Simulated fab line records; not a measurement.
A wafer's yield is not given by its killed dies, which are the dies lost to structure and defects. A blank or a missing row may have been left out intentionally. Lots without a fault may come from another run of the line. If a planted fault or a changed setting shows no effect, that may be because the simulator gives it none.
Comparing a struck lot with a sound one / flow n5-finfet / 32 steps out of a route of 1938
Sound: the wafers L561.3, L561.5, L561.6. Struck: wafers L554.1, L554.4, L554.6. The cause is given at the end.
Each step with rows lists, per side, the tool, then ch with its chambers, then its first start. Under that, the readings that differ: sound wafers / struck wafers / difference of the means / sigmas: that difference in standard deviations of wafers without a fault.
alike: same words and numbers on both sides, and readings whose means sit less than 2 such deviations apart. not compared: any withheld reading, any reading some wafer has no value for, any bound like >300 that may hide the same value, and any number with overlapping values for which the record gives no deviation.
A row with sigmas, a row that says differs or no value, or rows on one side alone: a step with any of these is where the two part. When numbers do not overlap yet have no deviation, they are printed without sigmas and do not part them. Lack of a reading on every wafer of one side parts them only where that side has two or more wafers.

first, 8 steps without rows for these wafers: N5_BEOL_M14_HARDBAKE_32 (time 120 s); N5_BEOL_M14_DESCUM_33 (chemistry O2, time 7.9 s); N5_BEOL_M14_ETCH_67 (etches SiARC in CF4, target depth 143 nm, time 238.3 s); N5_BEOL_M14_ETCH_68 (etches SOC in N2/H2, time 450 s); N5_BEOL_M14_STRIP_69 (strips in N2/H2); N5_BEOL_M14_TRENCH_ETCH_34 (etches SiO2 in C4F8/O2/Ar, target depth 556.65 nm, time 126.9 s); N5_BEOL_M14_STRIP_70 (strips in C4F8/O2/Ar); N5_BEOL_M14_STRIP_37 (strips in O2).
N5_BEOL_M14_ETCH_38: etches SiCN in CF4/N2, target depth 106.5 nm, time 120.6 s.
  sound on rie-diel-06 ch 2,3, day 18 19:12; struck on rie-diel-01 ch 0,2,3, day 17 05:42
  alike: drypump-motor-current-A, oes-product-au, rf-fwd-power-W, rf-vpp-V, showerhead-plenum-p-Torr, throttle-valve-pct
  not compared: rf-hours-counter-h
then, 22 steps without rows for these wafers: N5_BEOL_M14_PRECLEAN_39 (cleans in residue remover, time 60 s); N5_BEOL_M14_SRD_40 (time 30 s, dry time 30 s); N5_BEOL_M14_DEGAS_41 (time 60 s); N5_BEOL_M14_PRE_CLEAN_42 (time 30 s); N5_BEOL_M14_SPUTTER_43 (material TaN, target thk 15 nm, time 24.19 s); N5_BEOL_M14_SPUTTER_44 (material Ta, target thk 15 nm, time 24.19 s); N5_BEOL_M14_SPUTTER_45 (material Cu, target thk 100 nm, time 16.67 s); N5_BEOL_M14_ECD_47 (material Cu, target thk 1248 nm); N5_BEOL_M14_ANNEAL_48 (time 90 s); N5_BEOL_M14_CMP_49 (polishes, stops on SiO2, t overpolish 5.2 s, target thk 560 nm); N5_BEOL_M14_PRE_CLEAN_52 (time 15 s); N5_BEOL_M14_DEP_53 (deposits SiCN from 3MS/NH3, target thk 50 nm, time 17.8 s); N5_BEOL_M15_ILD_DEP_00 (deposits SiO2 from TEOS/O2, target thk 1629.3 nm, time 346.1 s); N5_BEOL_M15_COAT_58 (time 60 s, resist thk 89 nm); N5_BEOL_M15_COAT_04 (resist thk 800 nm); N5_BEOL_M15_EBR_06; N5_BEOL_M15_SOFTBAKE_05 (time 60 s); N5_BEOL_M15_EXPOSE_07 (exposes mask V14); N5_BEOL_M15_PEB_08 (peb time 90 s); N5_BEOL_M15_DEVELOP_09 (develop time 45 s); N5_BEOL_M15_HARDBAKE_14 (time 120 s); N5_BEOL_M15_DESCUM_15 (chemistry O2, time 7.9 s).
N5_PASSIVATION_PROBE_49:
  rows exist in the record for the struck wafers here (prober-01, day 18 08:36), but not for the sound ones

== WHERE THEY PART ==
Only at N5_PASSIVATION_PROBE_49, as far as this record shows.

WHY: what had been put in by the simulator
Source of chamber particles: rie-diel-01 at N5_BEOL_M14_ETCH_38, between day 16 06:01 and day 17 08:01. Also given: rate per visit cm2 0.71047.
